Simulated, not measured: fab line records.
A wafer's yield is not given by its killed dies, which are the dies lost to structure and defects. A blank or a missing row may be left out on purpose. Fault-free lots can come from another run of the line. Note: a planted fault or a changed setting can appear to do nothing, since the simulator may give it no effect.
Struck lot and sound lot, side by side	flow nand_harc	15 out of 1159 route steps
Sound: these wafers, L433.3, L433.4, L433.6. The struck wafers were L449.3, L449.4, L449.5. At the end, the cause is stated.
Each step with rows lists, per side, the tool, then ch with its chambers, then its first start. Under that, the readings that differ: sound wafers	struck wafers	difference of the means	sigmas: that difference in standard deviations of wafers without a fault.
alike: words and numbers the same on both sides, and readings whose means are apart by under 2 such deviations; not compared: readings that were withheld, readings missing a value for some wafer, numbers with overlapping values and no deviation given by the record, and bounds like >300 which may hide the same value.
A row with sigmas, a row that says differs or no value, or rows on one side alone: a step with any of these is where the two part. Numbers that have no deviation but don't overlap get no sigmas and don't part them. A reading that every wafer of one side lacks parts them only if that side has two wafers or more.

NHARC_A_CHANNEL_HOLE_D1_ETCH_44: etches the open film in CF4/O2, target depth 140 nm, overetch 14 nm, time 77 s.
  sound on rie_diel-10 ch 1,3, day 8 23:33; struck on rie_diel-10 ch 0,2,3, day 12 23:41
  alike: drypump_motor_current_A, oes_product_au, rf_fwd_power_W, rf_vpp_V, showerhead_plenum_p_Torr, throttle_valve_pct
  not compared: rf_hours_counter_h
then, 3 steps without rows for these wafers: NHARC_A_CHANNEL_HOLE_D1_STRIP_27 (strips in O2); NHARC_A_CHANNEL_HOLE_D1_PRECLEAN_28 (cleans in SC1); NHARC_A_CHANNEL_HOLE_D1_SRD_29.
NHARC_A_CHANNEL_HOLE_D1_CD_MEAS_30:
  sound: cd_sem-03 at day 9 00:22; struck: cd_sem-02 at day 13 00:28
  alike: cd_nm
NHARC_A_CHANNEL_HOLE_D1_XSEM_31:
  sound on xsem-01 ch 0, day 9 00:28; struck on xsem-02 ch 0, day 13 00:34
  alike: bot_cd_nm, bow_nm, tilt_deg
NHARC_A_CHANNEL_HOLE_D1_INSPECT_40:
  sound: defect_inspect-02 at day 9 00:33; struck: defect_inspect-01 at day 13 00:39
  alike: raw_defect_count
then, 2 steps without rows for these wafers: NHARC_A_CHANNEL_FILL_D1_PRECLEAN_00 (cleans in SC1); NHARC_A_CHANNEL_FILL_D1_SRD_01.
NHARC_A_CHANNEL_FILL_D1_ALD_02: deposits SiO2, target thk 6 nm, pulse time 10 s, ald cycles 60.
  sound on ald_hk-02 ch 2,3, day 9 01:11; struck on ald_hk-01 ch 0,1, day 13 00:51
  alike: ald_cycles, heater_power_w, precursor_pulse_height_rel
then, 1 step without rows for these wafers: NHARC_A_CHANNEL_FILL_D1_ALD_03 (deposits SiNx, target thk 6 nm, pulse time 60 s, ald cycles 58).
NHARC_A_CHANNEL_FILL_D1_ALD_14: deposits SiO2, target thk 2.5 nm, pulse time 10 s, ald cycles 25.
  sound on ald_hk-02 ch 0,1,3, day 9 07:45; struck on ald_hk-01 ch 0,1, day 13 07:52
  alike: ald_cycles, heater_power_w, precursor_pulse_height_rel
NHARC_A_CHANNEL_FILL_D1_ALD_15: deposits SiNx, target thk 2 nm, pulse time 60 s, ald cycles 19.
  sound on ald_sin_batch-02 ch 0, day 9 10:52; struck on ald_sin_batch-02 ch 0, day 13 10:59
reading	sound	struck	difference	sigmas
ald_cycles	19 19 19	15 15 15	-4	
  alike: precursor_pulse_height_rel
NHARC_A_CHANNEL_FILL_D1_ALD_16: deposits SiO2, target thk 1.5 nm, pulse time 10 s, ald cycles 15.
  sound on ald_hk-01 ch 0,1,3, day 9 13:26; struck on ald_hk-03 ch 1,2,3, day 13 16:25
  alike: ald_cycles, heater_power_w, precursor_pulse_height_rel
-- jump in the record: it breaks off in module A_CHANNEL_FILL_D1 and resumes in module END (first step shown: number 1159 of the route), and 10 days separate the struck wafers' starts before and after --
NHARC_END_SORT_01:
  sound on prober-02 ch 0, day 19 13:56; struck on prober-01 ch 0, day 23 22:44
reading	sound	struck	difference	sigmas
killed_dies	29 39 41	54 56 57	+19	+2
  alike: killed_at_array, killed_at_other, killed_at_periphery, killed_open, killed_short

WHERE THEY PART
Only at NHARC_END_SORT_01, within this record.

WHY: the cause the simulator had injected
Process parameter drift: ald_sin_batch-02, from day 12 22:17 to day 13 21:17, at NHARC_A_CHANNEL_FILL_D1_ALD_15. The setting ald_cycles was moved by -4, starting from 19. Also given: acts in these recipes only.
